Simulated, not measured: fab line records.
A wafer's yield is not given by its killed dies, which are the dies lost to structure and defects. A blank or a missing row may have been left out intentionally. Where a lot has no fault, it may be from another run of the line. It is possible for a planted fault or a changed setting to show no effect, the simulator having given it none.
Matching of chambers    flow nand-harc    NHARC_A_SLIT_DEP_23 on pecvd-02 has 3 sister chambers
The step deposits SiON, target thk 100 nm. 6 wafers are shown with their chamber, then 12 later ones without.

WAFERS, EACH WITH ITS CHAMBER
wafer   chamber  heater-power-w (W)  heater-power-outer-w (W)
L087.6  0        567                 349
L089.4  2        731                 418
L089.6  1        1038                574
L085.1  0        668                 424
L085.2  1        974                 531
L085.3  2        861                 496

WAFERS WITH NO CHAMBER GIVEN
wafer   heater-power-w (W)  heater-power-outer-w (W)
L091.4  1035                572
L091.5  808                 458
L091.6  618                 391
L093.2  664                 410
L093.3  774                 435
L093.4  940                 515
L095.1  640                 425
L095.3  817                 498
L095.6  1052                571
L094.1  1031                578
L094.2  654                 426
L094.5  1025                569

EACH ONE'S CHAMBER
wafer   from the rows above      in truth
L091.4  1                        1
L091.5  2                        2
L091.6  0                        0
L093.2  can't be placed: 0 or 2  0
L093.3  can't be placed: 2 or 0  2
L093.4  can't be placed: 1 or 2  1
L095.1  can't be placed: 0 or 2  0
L095.3  can't be placed: 2 or 1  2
L095.6  1                        1
L094.1  1                        1
L094.2  can't be placed: 0 or 2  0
L094.5  1                        1
Correctly placed: 6 of 12. Not placeable from these rows: 6 (in 6, the candidates include the true chamber). Wrongly placed: 0.
How it was worked out, from the rows above alone: a wafer's distance from a chamber is the root of the sum, over the readings, of the square of ((its reading less the chamber's mean) divided by the reading's scatter). The wafer belongs to the nearest chamber; if the next one is less than 2 further off, it can't be placed. A chamber's mean is the mean of its shown wafers. The scatter is the square root of a quotient: the sum, over the shown wafers, of each reading's squared deviation from its chamber's mean, divided by wafers minus chambers.
